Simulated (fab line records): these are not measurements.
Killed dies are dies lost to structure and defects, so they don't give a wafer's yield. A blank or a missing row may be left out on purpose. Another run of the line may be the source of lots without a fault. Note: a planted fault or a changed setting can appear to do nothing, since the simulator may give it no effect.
Split-lot experiment -- flow n5_finfet -- route with 1938 steps; 7 lots, 21 wafers read

== THE SPLIT ==
At N5_BEOL_M8_COAT_71 (time 60 s, resist thk 5 nm), the setting spin_rpm was moved away from the recipe's 1500 rpm on 5 of the 21 wafers read, by -8.7% to +6.9%. The other wafers ran this setting at the recipe's value.

== FROM THE SPLIT TO THE READING: what the file shows between them, 5 steps ==
- N5_BEOL_M8_EXPOSE_25: exposes mask V7, target cd 40 nm (also split here: dose_mj)
- N5_BEOL_M8_PEB_26: peb time 60 s
- N5_BEOL_M8_DEVELOP_27: develop time 30 s
- N5_BEOL_M8_CD_MEAS_28: target cd 40 nm
- N5_BEOL_M8_DESCUM_33: chemistry O2, time 7 s

== THE READING ==
etch.depth_nm (the simulator's own value, which no gauge read), in nm, at N5_BEOL_M8_ETCH_72 (etches underlayer in N2/H2, target depth 6.5 nm, time 5.2 s). No usual value for it is given in the file. The 16 wafers here that ran the recipe average 4.997 nm, standard deviation 0.0089 nm.

wafer,"tool, chamber at the split","spin_rpm as run, rpm",against the recipe,"etch.depth_nm, nm",against lot-mates on the recipe
L075.2,"litho_track-04, 0",1456,-2.9%,5.079,+0.082
L075.3,"litho_track-04, 0",1456,-2.9%,5.087,+0.090
L075.5,"litho_track-04, 0",1500,recipe,4.997,-
L076.2,"litho_track-02, 0",1500,recipe,4.983,-
L076.3,"litho_track-02, 0",1500,recipe,4.994,-
L076.6,"litho_track-02, 0",1604,+6.9%,4.824,-0.165
L080.2,"litho_track-04, 0",1500,recipe,4.999,-
L080.3,"litho_track-04, 0",1500,recipe,4.995,-
L080.5,"litho_track-04, 0",1500,recipe,4.998,-
L082.3,"litho_track-02, 0",1500,recipe,5.012,-
L082.4,"litho_track-02, 0",1500,recipe,5,-
L082.6,"litho_track-02, 0",1500,recipe,5.005,-
L086.1,"litho_track-02, 0",1500,recipe,4.982,-
L086.4,"litho_track-02, 0",1500,recipe,4.994,-
L086.5,"litho_track-02, 0",1500,recipe,5.008,-
L085.2,"litho_track-01, 0",1500,recipe,5.01,-
L085.3,"litho_track-01, 0",1500,recipe,4.983,-
L085.4,"litho_track-01, 0",1500,recipe,5.003,-
L096.1,"litho_track-01, 0",1500,recipe,4.996,-
L096.4,"litho_track-01, 0",1370,-8.7%,5.228,+0.232
L096.6,"litho_track-01, 0",1370,-8.7%,5.228,+0.232

FIT RESULTS
A straight line over all 21 wafers: etch.depth_nm changes by -0.0263 nm for each +1% of spin_rpm; r = -0.99; the points scatter about the line by 0.0088 nm.
The same after taking each lot's own level away (the mean of its wafers on the recipe; 21 wafers): -0.0261 nm for each +1%; r = -1.00; scatter 0.0083 nm.
That fit puts the effect of the largest move of spin_rpm on the reading at 0.23 nm.
Across the lots, their own levels run from 4.9885 to 5.0057 nm, a range of 1.9 times the standard deviation given above.
Hence the lot-to-lot level has little effect on the slope; both slopes agree.
Check: for one of the wafers moved furthest among these (-8.7%), held out of the fit, the line's prediction against its lot-mates is +0.227 nm. Against them it came out at +0.232 nm.

== ADDITIONAL SPLITS CARRIED BY THESE WAFERS ==
Note: prior to the reading, these wafers also went through further splits. Each is held against what the fit with the lots' levels taken away leaves over:
other split on the same wafers,wafers away from the commonest value,r with etch.depth_nm (lot level and that fit taken away)
N5_BEOL_M6_HM_DEP_02 target_thk_a,4,+0.19
N5_BEOL_M7_ILD_DEP_00 time_s,4,-0.16
N5_BEOL_M7_EXPOSE_08 dose_mj,8,-0.10
N5_BEOL_M7_ETCH_61 source_w,7,+0.53
N5_BEOL_M8_EXPOSE_25 dose_mj,6,-0.10

== THE FILE'S OWN FIT ==
etch.depth_nm changes by -0.0258 nm for each +1% of spin_rpm, r = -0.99.
